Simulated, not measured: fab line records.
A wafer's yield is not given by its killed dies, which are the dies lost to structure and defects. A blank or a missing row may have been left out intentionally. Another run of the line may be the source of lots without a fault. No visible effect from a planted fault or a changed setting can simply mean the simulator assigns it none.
Struck lot and sound lot, side by side ; flow n5Finfet ; 16 steps out of a route of 1938
Sound: these wafers, L120.4, L120.5, L120.6. Struck: wafers L135.2, L135.3, L135.5. At the end, the cause is stated.
At each step with rows: each side's tool, then ch and its chambers, then its first start. Under that, the readings that differ: sound wafers ; struck wafers ; difference of the means ; sigmas: that difference in standard deviations of wafers without a fault.
alike: readings with means less than 2 such deviations apart, plus words and numbers identical on both sides. not compared: withheld readings, readings lacking a value on some wafer, bounds such as >300 that could conceal the same value, and numbers that have no deviation in the record and whose values overlap.
The two part at a step that has a row with sigmas, a row that says differs or no value, or rows on one side only. Non-overlapping numbers with no deviation appear without sigmas and do not part them. Lack of a reading on every wafer of one side parts them only where that side has two or more wafers.

N5_BEOL_M2_ETCH_41: etches SiCN in CH3F/O2, target depth 29.9 nm, time 52.5 s.
  sound: rieDiel-04 ch 1,2; struck: rieDiel-06 ch 0,1,2
  alike: drypumpMotorCurrentA, oesProductAu, rfVppV, showerheadPlenumPTorr, throttleValvePct
  not compared: rfHoursCounterH
N5_BEOL_M2_STRIP_97: strips in N2/H2, time 10 s.
  sound: rieDiel-04 ch 1,2; struck: rieDiel-06 ch 0,1,2
  alike: drypumpMotorCurrentA, oesProductAu, rfVppV, showerheadPlenumPTorr, throttleValvePct
  not compared: rfHoursCounterH
N5_BEOL_M2_OCD_MEAS_38:
  sound on ocd-02 at day 7 15:02; struck on ocd-02 at day 11 20:27
  alike: trenchDepthNm
then, 4 steps without rows for these wafers: N5_BEOL_M2_HM_STRIP_39 (strips TiN in peroxide tin strip, target depth 25 nm, time 158 s); N5_BEOL_M2_SRD_40 (time 30 s); N5_BEOL_M2_PRECLEAN_42 (cleans in residue remover, time 60 s); N5_BEOL_M2_SRD_43 (time 30 s).
N5_BEOL_M2_CD_MEAS_35: target cd 18 nm, target cd y 22.2 nm.
  sound on cdSem-02 at day 7 15:14; struck on cdSem-03 at day 11 20:36
  alike: cdNm
N5_BEOL_M2_DEGAS_44: time 60 s.
  sound on pvdSputter-01 at day 7 15:28; struck on pvdSputter-01 at day 11 21:02
  alike: heaterPowerW
then, 2 steps without rows for these wafers: N5_BEOL_M2_PRE_CLEAN_45 (time 30 s); N5_BEOL_M2_ALD_84 (deposits TaN, pulse time 2 s, purge time 3 s, co reactant purge time 2 s).
N5_BEOL_M2_SURFACE_TREAT_85:
  sound on pvdSputter-02 at day 7 15:47; struck on pvdSputter-01 at day 11 21:26
  not compared: throttleValvePct
N5_BEOL_M2_CVD_47: deposits Co from CCTBA/H2, target thk 3 nm, time 223.8 s.
  sound on cvdCo-01 ch 0,2, day 7 15:55; struck on cvdCo-01 ch 0,2, day 11 21:29
reading;sound;struck;difference;sigmas
runLengthS (s);246.3 246.5 247.4;364.9 364.0 363.8;+117.5;+99 or more
  not compared: sinceWetCleanH
N5_BEOL_M2_SPUTTER_48: material Cu, target thk 4.5 nm, time 8.29 s.
  sound on pvdSputter-01 at day 7 16:07; struck on pvdSputter-02 at day 11 21:48
  alike: substrateTempC, throttleValvePct
N5_BEOL_M4_RC_MEAS_101:
  sound on prober-02 ch 0, day 8 19:16; struck on prober-02 ch 0, day 12 22:29
reading;sound;struck;difference;sigmas
VT_N (mV);252 256 253;244 250 247;-7;-2
VT_P (mV);-256 -258 -254;-248 -248 -246;+9;+2
  alike: DIBL_N, DIBL_P, IOFF_N, IOFF_P, ION_N, ION_P, SS_N, SS_P
-- here the record skips 4 days between the struck wafers' starts before and after, leaving off in module BEOL_M4 and picking up in module PASSIVATION (first step shown: number 1936 of the route) --
N5_PASSIVATION_PROBE_49:
  sound on prober-01 at day 13 05:38; struck on prober-01 at day 17 07:40
reading;sound;struck;difference;sigmas
killedAtFrontEnd;34 33 32;51 58 50;+20;+2
  alike: defectLimitedYield, killed_at_M0_to_M3, killed_at_M4_up, killedAtContacts, killedAtOther, killedDies, killedOnRim, killedOpen, killedShort, sort_bin_5_function, sort_bin_6_memory, sort_bin_8_speed, sortNPass, sortYieldPct

## WHERE THEY PART
At N5_BEOL_M2_CVD_47 first; at N5_PASSIVATION_PROBE_49 last (within this record only).

WHY: what the simulator had put in
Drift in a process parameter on cvdCo-01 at N5_BEOL_M2_CVD_47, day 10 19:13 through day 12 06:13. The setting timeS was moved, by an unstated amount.
